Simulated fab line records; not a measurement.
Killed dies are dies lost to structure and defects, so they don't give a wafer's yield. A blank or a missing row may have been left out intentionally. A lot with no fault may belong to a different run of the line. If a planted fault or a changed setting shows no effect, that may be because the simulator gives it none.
fab line records    flow n5_finfet
[record] lots = 6  wafers = 16  last_day = 18
route steps=1938 shown BEOL_M7@1297 PASSIVATION@1936
lots that met no fault: from a run of the same line without faults
start_h: hours from the record's opening day to when the first of the lot's shown wafers began    wait_h: time in hours since the lot's previous step    " unchanged from the row above    L1.1+2: a single row standing in for several wafers    - no value, or no start was given    * or withheld: withheld    < > ~ a bound
route shown NAME@n: names a module that has steps shown in the file, with the first one's number in the route    usual: average and standard deviation across the fault-free wafers    same: alike in all rows    chamber/n: place in a boat    sites: per-site readings    _std_site: how widely they spread, as a standard deviation    _edge_site: outer sites' mean less inner sites'    radius_mm: how far each site lies from the wafer's centre    mask NAME#n: copy n    behind: tool/chamber where the wafer was last shaped    hold: reason for holding the lot/hours on hold/outcome of the hold    device: transistor that didn't switch, given as n, p or np    end of line: the same wafers' tests at the end of the route    a step with no rows: only its recipe    killed: not the wafer's yield, but the dies lost to structure and defects at the first sort    map: a wafer's dies, marking killed ones x, the rest . and places with no die _
set.NAME: setting as actually run; set.NAME@STEP: the setting as run at that earlier step    model.NAME: the simulator's own value behind a step, which no gauge read
lots seen at some steps along the route; tables by step, rows by wafer
services: when a tool's chamber went out of use (start_h, in hours from the record's first day, below 0 if earlier), for how many hours, and the reason
[[steps]]
[step N5_BEOL_M7_OVL_MEAS_29]
[recipe] points_per_wafer = 522
[usual] V6_OVL = 0.0/0.65
[same] points_per_wafer = 522
lot.wafer  tool        chamber  start_h  wait_h  V6_OVL[nm]
L841.2     overlay-02  0        244.04   0.0     -0.5
L841.4     "           0        "        "       -0.3
L841.5     "           0        "        "       -0.1
L844.3     overlay-01  0        262.58   0.0     -0.2
L844.5     "           0        "        "       0.8
L844.6     "           0        "        "       0.3
L849.4     overlay-01  0        305.83   0.0     0.3
L849.6     "           0        "        "       -0.1
L852.2     overlay-02  0        315.04   0.0     0.4
L852.4     "           0        "        "       -0.9
L856.1     overlay-01  0        348.03   0.0     -0.5
L856.5     "           0        "        "       0.1
L856.6     "           0        "        "       0.1
L858.1     overlay-02  0        353.92   0.0     -0.7
L858.3     "           0        "        "       0.8
L858.6     "           0        "        "       0.8
[step N5_BEOL_M7_INSPECT_30]
[recipe] mode = adi  inspect_instrument = brightfield
[usual] raw_defect_count = 417/99
lot.wafer  tool               chamber  start_h  wait_h  raw_defect_count
L841.2     defect_inspect-01  -        244.09   0.0     423
L841.4     "                  -        "        "       480
L841.5     "                  -        "        "       407
L844.3     defect_inspect-01  -        262.62   0.0     270
L844.5     "                  -        "        "       263
L844.6     "                  -        "        "       357
L849.4     defect_inspect-01  -        305.87   0.0     346
L849.6     "                  -        "        "       464
L852.2     defect_inspect-01  -        315.10   0.0     327
L852.4     "                  -        "        "       417
L856.1     defect_inspect-01  -        348.08   0.1     490
L856.5     "                  -        "        "       398
L856.6     "                  -        "        "       345
L858.1     defect_inspect-02  -        353.97   0.1     423
L858.3     "                  -        "        "       437
L858.6     "                  -        "        "       379
[step N5_BEOL_M7_DESCUM_33]
[recipe] chemistry = O2  time_s = 7  source_power_w = 50  bias_power_w = 20  pressure_mtorr = 20  rf_frequency_hz = 2.712e+07  temp_c = 40  resist = CAR-EUV  o2_flow_sccm = 225
[usual] drypump_motor_current_A = 5.8/0.35  oes_product_au = 0.81/0.092  rf_vpp_V = 243.8/1.5  showerhead_plenum_p_Torr = 2.13/0.079  temp_c = 39.99/0.11  throttle_valve_pct = 20.44/0.24
lot.wafer  tool         chamber  start_h  wait_h  drypump_motor_current_A  oes_product_au  rf_hours_counter_h  rf_vpp_V  showerhead_plenum_p_Torr  temp_c  throttle_valve_pct
L841.2     rie_diel-02  0        244.82   0.7     6.5                      0.69            243                 240.5     1.96                      40.01   20.43
L841.4     "            1        "        "       5.9                      0.73            168                 242.9     2.08                      39.99   20.66
L841.5     "            1        "        "       5.9                      0.73            -                   242.4     2.08                      39.95   20.67
L844.3     rie_diel-04  0        263.53   0.9     6.3                      0.98            3                   245.2     2.25                      40.07   20.52
L844.5     "            0        "        "       6.4                      0.98            -                   246.1     2.25                      39.83   20.52
L844.6     "            2        "        "       5.4                      0.76            -                   242.9     2.21                      39.87   20.72
L849.4     rie_diel-04  3        305.91   0.0     5.4                      0.80            101                 242.3     2.11                      40.11   20.21
L849.6     "            1        "        "       5.8                      0.95            -                   242.7     2.04                      40.03   20.15
L852.2     rie_diel-04  3        315.13   0.0     5.4                      0.79            105                 244.6     2.11                      40.00   20.19
L852.4     "            0        "        "       6.3                      0.94            19                  245.7     2.25                      40.04   20.53
L856.1     rie_diel-06  2        348.12   0.0     5.9                      0.71            185                 245.0     2.19                      39.89   20.34
L856.5     "            2        "        "       6.0                      0.71            -                   243.5     2.19                      39.93   20.37
L856.6     "            3        "        "       5.9                      0.79            -                   243.0     2.01                      39.85   20.83
L858.1     rie_diel-06  0        354.32   0.3     5.9                      0.82            82                  245.1     2.13                      40.11   20.20
L858.3     "            2        "        "       6.0                      0.70            187                 243.6     2.19                      39.79   20.37
L858.6     "            1        "        "       6.0                      0.88            -                   246.2     2.19                      39.96   20.20
[step N5_BEOL_M7_ETCH_72]
[recipe] chemistry = N2/H2  target = underlayer  target_depth_a = 65  mask_material = CAR-EUV  time_s = 5.2  ion_energy_ev = 200  pressure_mtorr = 30  source_w = 840  bias_w = 150  n2_flow_sccm = 200  h2_flow_sccm = 200  ends = cleared
[usual] drypump_motor_current_A = 5.8/0.36  etch_rf_on_time_s = 5.18/0.18  oes_product_au = 0.70/0.08  rf_vpp_V = 525.0/2.8  showerhead_plenum_p_Torr = 2.59/0.088  throttle_valve_pct = 17.88/0.23
lot.wafer  tool         chamber  start_h  wait_h  drypump_motor_current_A  etch_rf_on_time_s  oes_product_au  rf_hours_counter_h  rf_vpp_V  showerhead_plenum_p_Torr  throttle_valve_pct
L841.2     rie_diel-02  0        244.86   0.0     6.5                      5.39               0.58            243                 521.1     2.39                      18.02
L841.4     "            1        "        "       5.9                      5.40               0.62            168                 525.6     2.53                      18.23
L841.5     "            1        "        "       5.9                      5.40               0.62            -                   525.2     2.53                      18.21
L844.3     rie_diel-04  0        263.56   0.0     6.4                      5.10               0.84            3                   529.4     2.72                      17.82
L844.5     "            0        "        "       6.3                      5.03               0.84            -                   530.1     2.72                      17.82
L844.6     "            2        "        "       5.4                      5.20               0.65            -                   526.6     2.67                      17.98
L849.4     rie_diel-04  3        305.94   0.0     5.4                      4.87               0.70            101                 525.1     2.58                      17.76
L849.6     "            1        "        "       5.8                      5.07               0.82            -                   524.1     2.50                      17.70
L852.2     rie_diel-04  3        315.16   0.0     5.4                      4.92               0.70            105                 525.7     2.57                      17.76
L852.4     "            0        "        "       6.3                      5.12               0.79            19                  528.5     2.72                      17.85
L856.1     rie_diel-06  2        348.15   0.0     5.9                      5.55               0.59            185                 525.9     2.64                      17.71
L856.5     "            2        "        "       5.9                      5.61               0.59            -                   524.2     2.64                      17.71
L856.6     "            3        "        "       5.9                      5.46               0.67            -                   520.1     2.46                      18.36
L858.1     rie_diel-06  0        354.36   0.0     5.9                      4.93               0.71            82                  526.8     2.57                      17.45
L858.3     "            2        "        "       5.9                      5.47               0.58            187                 528.2     2.64                      17.69
L858.6     "            1        "        "       6.0                      5.14               0.76            -                   529.3     2.69                      17.76
[step N5_BEOL_M7_ETCH_65]
[recipe] chemistry = CF4  target = SiARC  target_depth_a = 156  mask_material = CAR-EUV  time_s = 26  ion_energy_ev = 80  pressure_mtorr = 40  source_w = 545  bias_w = 36  Ar_flow_sccm = 100  cf4_flow_sccm = 100  ends = cleared
[step N5_BEOL_M7_ETCH_66]
[recipe] chemistry = N2/H2  target = SOC  target_depth_a = 800  overetch_a = 160  mask_material = SiARC  temp_c = 40  time_s = 120  ion_energy_ev = 200  pressure_mtorr = 30  source_w = 840  bias_w = 150  n2_flow_sccm = 200  h2_flow_sccm = 200
[usual] drypump_motor_current_A = 5.8/0.35  oes_product_au = 0.62/0.067  rf_vpp_V = 525.0/2.5  showerhead_plenum_p_Torr = 2.59/0.088  temp_c = 40.01/0.12  throttle_valve_pct = 17.84/0.23
lot.wafer  tool         chamber  start_h  wait_h  drypump_motor_current_A  oes_product_au  rf_hours_counter_h  rf_vpp_V  showerhead_plenum_p_Torr  temp_c  throttle_valve_pct
L841.2     rie_diel-02  0        244.90   0.0     6.6                      0.54            243                 520.9     2.39                      39.92   18.01
L841.4     "            1        "        "       5.9                      0.56            168                 523.4     2.53                      40.02   18.17
L841.5     "            1        "        "       5.9                      0.57            -                   523.1     2.53                      40.19   18.19
L844.3     rie_diel-04  0        263.61   0.0     6.3                      0.74            3                   528.9     2.72                      39.96   17.79
L844.5     "            0        "        "       6.3                      0.73            -                   527.7     2.72                      40.00   17.77
L844.6     "            2        "        "       5.4                      0.58            -                   527.7     2.67                      40.00   17.93
L849.4     rie_diel-04  3        305.99   0.0     5.4                      0.61            101                 524.3     2.57                      40.13   17.72
L849.6     "            1        "        "       5.8                      0.74            -                   523.1     2.50                      40.23   17.67
L852.2     rie_diel-04  3        315.21   0.0     5.4                      0.60            106                 525.1     2.57                      39.88   17.73
L852.4     "            0        "        "       6.3                      0.70            19                  527.8     2.72                      40.08   17.81
L856.1     rie_diel-06  2        348.20   0.0     5.9                      0.55            185                 526.5     2.64                      40.05   17.68
L856.5     "            2        "        "       5.9                      0.55            -                   526.1     2.64                      40.04   17.69
L856.6     "            3        "        "       5.9                      0.61            -                   522.0     2.46                      39.77   18.32
L858.1     rie_diel-06  0        354.40   0.0     5.9                      0.63            82                  524.9     2.57                      39.90   17.44
L858.3     "            2        "        "       5.9                      0.55            187                 526.7     2.64                      40.01   17.68
L858.6     "            1        "        "       5.9                      0.69            -                   529.4     2.69                      39.98   17.71
[step N5_BEOL_M7_STRIP_69]
[recipe] chemistry = N2/H2  temp_c = 40  n2_flow_sccm = 200  h2_flow_sccm = 200  rf_frequency_hz = 6e+07
[step N5_BEOL_M7_STRIP_73]
[recipe] chemistry = N2/H2  temp_c = 40  n2_flow_sccm = 200  h2_flow_sccm = 200  rf_frequency_hz = 6e+07
[step N5_BEOL_M7_VIA_ETCH_34]
[recipe] chemistry = C4F6/O2  target = SiCOH_lowk  target_depth_a = 1255  mask_material = SOC  taper_deg = 4  time_s = 50.5  ion_energy_ev = 250  pressure_mtorr = 30  source_w = 345  bias_w = 185  Ar_flow_sccm = 300  C4F6_flow_sccm = 10  O2_flow_sccm = 10
[step N5_BEOL_M7_STRIP_76]
[recipe] chemistry = C4F6/O2  resist = SiARC  rf_frequency_hz = 6e+07
[step N5_BEOL_M7_STRIP_36]
[recipe] chemistry = N2/H2  power_w = 450  temp_c = 40  pressure_mtorr = 20  rf_frequency_hz = 6e+07  overash_fraction = 0.3  bias_power_w = 7  h2_frac = 0.5  n2_flow_sccm = 200  h2_flow_sccm = 200
[step N5_BEOL_M7_TRENCH_ETCH_37]
[recipe] chemistry = C4F6/O2  target_depth_a = 934.78  target = SiCOH_lowk  time_s = 31.2  ion_energy_ev = 250  pressure_mtorr = 30  source_w = 345  bias_w = 185  Ar_flow_sccm = 300  C4F6_flow_sccm = 10  O2_flow_sccm = 10
[usual] drypump_motor_current_A = 5.8/0.36  oes_product_au = 0.81/0.093  rf_vpp_V = 670/14  showerhead_plenum_p_Torr = 2.90/0.09  throttle_valve_pct = 20.95/0.22
lot.wafer  tool         chamber  start_h  wait_h  drypump_motor_current_A  oes_product_au  rf_hours_counter_h  rf_vpp_V  showerhead_plenum_p_Torr  throttle_valve_pct
L841.2     rie_diel-02  0        -        -       6.5                      0.68            243                 670       2.70                      21.08
L841.4     "            1        "        "       5.9                      0.73            168                 674       2.84                      21.18
L841.5     "            1        "        "       5.9                      0.73            -                   674       2.84                      21.21
L844.3     rie_diel-04  0        -        -       6.3                      0.98            3                   690       3.02                      20.85
L844.5     "            0        "        "       6.3                      0.98            -                   689       3.02                      20.83
L844.6     "            2        "        "       5.4                      0.75            -                   689       2.98                      21.12
L849.4     rie_diel-04  3        -        -       5.4                      0.80            101                 665       2.89                      20.80
L849.6     "            1        "        "       5.8                      0.96            -                   651       2.81                      20.84
L852.2     rie_diel-04  3        -        -       5.4                      0.80            106                 664       2.89                      20.77
L852.4     "            0        "        "       6.3                      0.92            19                  690       3.02                      20.85
L856.1     rie_diel-06  2        -        -       6.0                      0.70            185                 667       2.93                      20.62
L856.5     "            2        "        "       6.0                      0.70            -                   666       2.93                      20.63
L856.6     "            3        "        "       5.8                      0.78            -                   674       2.76                      21.39
L858.1     rie_diel-06  0        -        -       5.9                      0.83            82                  662       2.89                      20.68
L858.3     "            2        "        "       6.0                      0.69            187                 667       2.93                      20.64
L858.6     "            1        "        "       6.0                      0.90            -                   675       3.00                      20.79
[step N5_BEOL_M7_ETCH_41]
[recipe] chemistry = CH3F/O2  target = SiCN  target_depth_a = 319  taper_deg = 2  time_s = 57.8  ion_energy_ev = 120  mask_material = TiN  pressure_mtorr = 30  source_w = 395  bias_w = 75  Ar_flow_sccm = 150  CH3F_flow_sccm = 30  O2_flow_sccm = 20
[usual] drypump_motor_current_A = 5.8/0.36  oes_product_au = 0.81/0.092  rf_vpp_V = 297.9/1.6  showerhead_plenum_p_Torr = 2.04/0.068  throttle_valve_pct = 16.31/0.22
lot.wafer  tool         chamber  start_h  wait_h  drypump_motor_current_A  oes_product_au  rf_hours_counter_h  rf_vpp_V  showerhead_plenum_p_Torr  throttle_valve_pct  model.etch.depth_nm
L841.2     rie_diel-02  0        245.13   -       6.5                      0.68            243                 294.5     1.89                      16.48               21.09
L841.4     "            1        "        "       5.9                      0.73            168                 296.9     1.99                      16.56               21.35
L841.5     "            1        "        "       5.9                      0.72            -                   297.2     1.99                      16.56               20.98
L844.3     rie_diel-04  0        263.83   -       6.4                      0.98            3                   299.9     2.13                      16.20               22.41
L844.5     "            0        "        "       6.3                      0.98            -                   300.1     2.13                      16.20               22.44
L844.6     "            2        "        "       5.4                      0.77            -                   298.4     2.10                      16.48               22.11
L849.4     rie_diel-04  3        306.21   -       5.4                      0.68            101                 297.8     2.03                      16.11               17.12
L849.6     "            1        "        "       5.7                      0.96            -                   296.0     1.97                      16.13               21.94
L852.2     rie_diel-04  3        315.43   -       5.4                      0.69            106                 297.0     2.03                      16.14               17.27
L852.4     "            0        "        "       6.4                      0.79            19                  299.9     2.13                      16.24               17.01
L856.1     rie_diel-06  2        348.42   -       5.9                      0.70            185                 299.4     2.07                      16.14               21.12
L856.5     "            2        "        "       5.9                      0.70            -                   298.2     2.07                      16.14               21.19
L856.6     "            3        "        "       5.9                      0.79            -                   296.6     1.93                      16.72               21.71
L858.1     rie_diel-06  0        354.62   -       5.9                      0.82            82                  296.8     2.04                      16.07               22.35
L858.3     "            2        "        "       5.9                      0.70            187                 299.0     2.07                      16.15               21.05
L858.6     "            1        "        "       5.9                      0.89            -                   301.0     2.11                      16.16               21.8
[step N5_BEOL_M7_STRIP_80]
[recipe] chemistry = N2/H2  time_s = 10  power_w = 450  temp_c = 40  pressure_mtorr = 20  rf_frequency_hz = 6e+07  bias_power_w = 7  n2_flow_sccm = 200  h2_flow_sccm = 200
[usual] drypump_motor_current_A = 5.8/0.35  oes_product_au = 0.81/0.091  rf_vpp_V = 59.2/0.9  showerhead_plenum_p_Torr = 2.58/0.088  temp_c = 40.00/0.1  throttle_valve_pct = 23.75/0.27
lot.wafer  tool         chamber  start_h  wait_h  drypump_motor_current_A  oes_product_au  rf_hours_counter_h  rf_vpp_V  showerhead_plenum_p_Torr  temp_c  throttle_valve_pct
L841.2     rie_diel-02  0        -        -       6.5                      0.69            243                 57.3      2.38                      39.98   23.85
L841.4     "            1        "        "       5.9                      0.73            168                 59.5      2.53                      39.94   24.17
L841.5     "            1        "        "       5.9                      0.72            -                   59.4      2.53                      40.03   24.17
L844.3     rie_diel-04  0        -        -       6.3                      0.99            3                   58.5      2.72                      40.10   23.73
L844.5     "            0        "        "       6.3                      0.99            -                   59.3      2.72                      40.07   23.75
L844.6     "            2        "        "       5.4                      0.76            -                   59.2      2.66                      40.04   23.74
L849.4     rie_diel-04  3        -        -       5.4                      0.80            101                 59.1      2.57                      39.98   23.71
L849.6     "            1        "        "       5.8                      0.96            -                   58.5      2.50                      40.16   23.61
L852.2     rie_diel-04  3        -        -       5.4                      0.80            106                 59.9      2.57                      39.96   23.73
L852.4     "            0        "        "       6.4                      0.93            19                  60.1      2.71                      39.94   23.77
L856.1     rie_diel-06  2        -        -       5.9                      0.71            185                 57.9      2.63                      39.96   23.50
L856.5     "            2        "        "       6.0                      0.71            -                   60.7      2.63                      40.01   23.48
L856.6     "            3        "        "       5.9                      0.79            -                   60.1      2.45                      39.80   24.39
L858.1     rie_diel-06  0        -        -       5.9                      0.82            82                  59.4      2.56                      39.99   23.19
L858.3     "            2        "        "       6.0                      0.71            187                 58.2      2.63                      40.04   23.51
L858.6     "            1        "        "       5.9                      0.88            -                   59.5      2.68                      39.93   23.66
[step N5_PASSIVATION_PROBE_49]
[usual] defect_limited_yield = 91.7/1.5  killed_at_M0_to_M3 = 32/10  killed_at_M4_up = 14/5.3  killed_at_contacts = 13/5.7  killed_at_front_end = 37/10  killed_at_other = 3.3/2.5  killed_dies = 98/18  killed_open = 65/13  killed_short = 31/7.5  sort_bin_5_function = 4.9/0.91  sort_bin_6_memory = 3.1/0.71  sort_bin_8_speed = 0.00/0.017  sort_n_pass = 1082/18  sort_yield_pct = 91.7/1.5
[same] gross_dies = 1180  killed_at_back_side = 0  sort_bin_4_leakage[%] = 0
lot.wafer  tool       chamber  start_h  wait_h  defect_limited_yield[%]  killed_at_M0_to_M3  killed_at_M4_up  killed_at_contacts  killed_at_front_end  killed_at_other  killed_dies  killed_open  killed_short  sort_bin_5_function[%]  sort_bin_6_memory[%]  sort_bin_8_speed[%]  sort_n_pass  sort_yield_pct[%]
L844.3     prober-01  -        342.19   0.1     92.4                     34                  11               9                   34                   2                90           57           33            4.8                     2.6                   0                    1090         92.4
L844.5     prober-01  -        342.29   0.2     90.3                     62                  14               13                  24                   2                115          70           45            4.9                     4.6                   0                    1065         90.3
L844.6     prober-01  -        342.34   0.3     92.3                     27                  18               10                  35                   1                91           54           36            4.6                     2.9                   0                    1089         92.3
L849.4     prober-01  -        382.45   0.2     91.6                     38                  6                12                  37                   6                99           68           30            4.9                     3.1                   0                    1081         91.6
L849.6     prober-01  -        382.55   0.3     89.4                     47                  9                9                   58                   2                125          79           38            6.4                     3.2                   0                    1055         89.4
L856.5     prober-02  -        428.67   0.2     90.1                     26                  12               8                   66                   5                117          79           33            6.4                     2.7                   0                    1063         90.1
// killed by level:class
L844.3 FIN_SAQP:geometric_particle:open=14 MOL_CONTACT_COAG:geometric_particle:open=9 BEOL_M0_SAQP:geometric_particle:short=7 BEOL_M0_SAQP:geometric_particle:open=6 BEOL_M3:geometric_particle:short=5 FIN_SAQP:geometric_particle:short=4 BEOL_M1:geometric_particle:open=4 BEOL_M2:geometric_particle:open=4
L844.5 BEOL_M0_SAQP:geometric_particle:short=17 BEOL_M0_SAQP:geometric_particle:open=17 MOL_CONTACT_COAG:geometric_particle:open=10 BEOL_M3:geometric_particle:short=9 STI_FIN_REVEAL:geometric_particle:open=7 BEOL_M2:geometric_particle:open=5 BEOL_M3:geometric_particle:open=5 BEOL_M4:geometric_particle:open=5
L844.6 FIN_SAQP:geometric_particle:short=11 FIN_SAQP:geometric_particle:open=9 MOL_CONTACT_COAG:geometric_particle:open=5 MOL_CONTACT_COAG:geometric_particle:short=5 BEOL_M0_SAQP:geometric_particle:open=5 BEOL_M1:geometric_particle:open=5 BEOL_M2:geometric_particle:open=5 BEOL_M3:geometric_particle:short=4
L849.4 STI_FIN_REVEAL:geometric_particle:open=14 MOL_CONTACT_COAG:geometric_particle:open=8 BEOL_M3:geometric_particle:open=7 BEOL_M0_SAQP:geometric_particle:open=6 FIN_SAQP:geometric_particle:open=5 BEOL_M0_SAQP:geometric_particle:short=5 BEOL_M1:geometric_particle:open=5 DUMMY_GATE:geometric_particle:open=4
L849.6 STI_FIN_REVEAL:geometric_particle:open=14 DUMMY_GATE:geometric_particle:open=11 BEOL_M0_SAQP:geometric_particle:short=10 FIN_SAQP:geometric_particle:open=7 BEOL_M2:geometric_particle:open=7 BEOL_M0_SAQP:geometric_particle:open=7 FIN_SAQP:geometric_particle:short=6 MOL_CONTACT_COAG:geometric_particle:open=6
L856.5 STI_FIN_REVEAL:geometric_particle:open=25 DUMMY_GATE:geometric_particle:open=12 STI_FIN_REVEAL:geometric_particle:short=8 MOL_CONTACT_COAG:geometric_particle:open=7 BEOL_M2:geometric_particle:open=7 BEOL_M1:geometric_particle:open=5 BEOL_M3:geometric_particle:short=4 BEOL_M5:geometric_particle:open=4
[[services]]
tool         chamber  start_h  hours  kind
rie_diel-04  0        228.92   -      clean
rie_diel-04  0        228.92   -      consumable_replace:focus_ring
rie_diel-04  0        228.92   -      consumable_replace:showerhead
rie_diel-04  0        228.92   27.6   scheduled_down
rie_diel-04  0        228.92   27.6   vent_cycle
rie_diel-04  1        256.49   -      clean
rie_diel-04  1        256.49   -      consumable_replace:focus_ring
rie_diel-04  1        256.49   17.6   scheduled_down
rie_diel-04  1        256.49   17.6   vent_cycle
rie_diel-06  1        256.96   4.2    repair
rie_diel-02  0        265.89   -      clean
rie_diel-02  0        265.89   -      consumable_replace:focus_ring
rie_diel-02  0        265.89   -      consumable_replace:showerhead
rie_diel-02  0        265.89   15.8   scheduled_down
rie_diel-02  0        265.89   15.8   vent_cycle
rie_diel-06  -        301.29   2.1    repair
rie_diel-02  -        350.76   0.6    repair
[[key]]
first_sign none at tools or gauges
[model_effect] step = N5_BEOL_M7_ETCH_41  value = etch.depth_nm  without = 22.5  struck = 17.13
met_at N5_BEOL_M7_ETCH_41
struck_wafers L849.4,L852.2,L852.4
onset_between 263.83 306.21
[fault] kind = process_parameter_drift  tool = rie_diel-04  chamber = -  onset_h = 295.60  steps = N5_BEOL_M7_ETCH_41  channel = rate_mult  offset = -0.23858  shape = step  end_h = 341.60  scope = struck_wafers_only
